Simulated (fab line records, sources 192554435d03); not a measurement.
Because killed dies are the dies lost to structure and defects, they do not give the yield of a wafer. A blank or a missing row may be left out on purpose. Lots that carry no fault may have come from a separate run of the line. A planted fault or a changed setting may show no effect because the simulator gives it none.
Matching of chambers ; flow n5Finfet ; rieSi-04 running N5_FIN_SAQP_MANDREL2_REMOVE_60: 4 sister chambers
The step chemistry HBr/Cl2/O2, target a-Si, stops on SiNx, bt time 10 s. 24 wafers are shown with their chamber, then 12 later ones without.

== EACH WAFER AND ITS CHAMBER ==
wafer;chamber;drypumpMotorCurrentA (A);oesProductAu (a.u.)
L076.1;3;5.7;1.017
L076.4;0;5.4;1.043
L076.6;2;6.4;0.987
L078.1;3;5.7;0.996
L078.2;2;6.4;0.985
L078.3;0;5.4;1.036
L080.1;1;5.0;1.028
L080.2;2;6.4;0.994
L080.3;3;5.7;1.018
L080.4;0;5.4;1.037
L080.5;0;5.4;1.046
L080.6;3;5.7;1.005
L084.1;3;5.7;1.001
L084.2;0;5.4;1.030
L084.3;1;5.0;1.021
L084.4;2;6.4;0.989
L084.5;1;5.0;1.012
L084.6;0;5.4;1.032
L085.3;0;5.4;1.051
L085.4;1;5.0;1.025
L085.5;2;6.4;0.985
L086.3;0;5.4;1.038
L086.4;1;5.1;1.013
L086.6;1;5.1;1.010

SIGNATURES, as means of the wafers listed above
reading;chamber 0;chamber 1;chamber 2;chamber 3;scatter within a chamber
drypumpMotorCurrentA;5.400;5.033;6.400;5.700;0.0258
oesProductAu;1.03913;1.01817;0.98800;1.00740;0.00732
Rule: for each reading, subtract the chamber's mean from the wafer's reading, divide by that reading's scatter and square the result; add these up over the readings and take the root, which gives the wafer's distance from the chamber. If the next closest chamber is less than 2 further off than the closest, the wafer can't be placed; otherwise it belongs to the closest. The scatter is the square root of a quotient: the sum, over the shown wafers, of each reading's squared deviation from its chamber's mean, divided by wafers minus chambers.

== WAFERS MISSING THEIR CHAMBER ==
wafer;drypumpMotorCurrentA (A);oesProductAu (a.u.)
L090.2;5.4;1.053
L090.3;6.4;1.004
L090.6;6.4;0.997
L091.1;6.4;0.995
L091.2;5.7;0.998
L091.3;5.0;1.023
L091.4;5.1;1.017
L091.5;6.4;0.992
L091.6;5.7;0.998
L096.2;5.7;1.002
L096.3;5.0;1.007
L096.5;5.1;1.014

== EACH ONE'S CHAMBER ==
wafer;from the rows above;in truth
L090.2;0;0
L090.3;2;2
L090.6;2;2
L091.1;2;2
L091.2;3;3
L091.3;1;1
L091.4;1;1
L091.5;2;2
L091.6;3;3
L096.2;3;3
L096.3;1;1
L096.5;1;1
Placed correctly: 12 of 12. Number that these rows cannot place: 0. 0 placed wrongly.
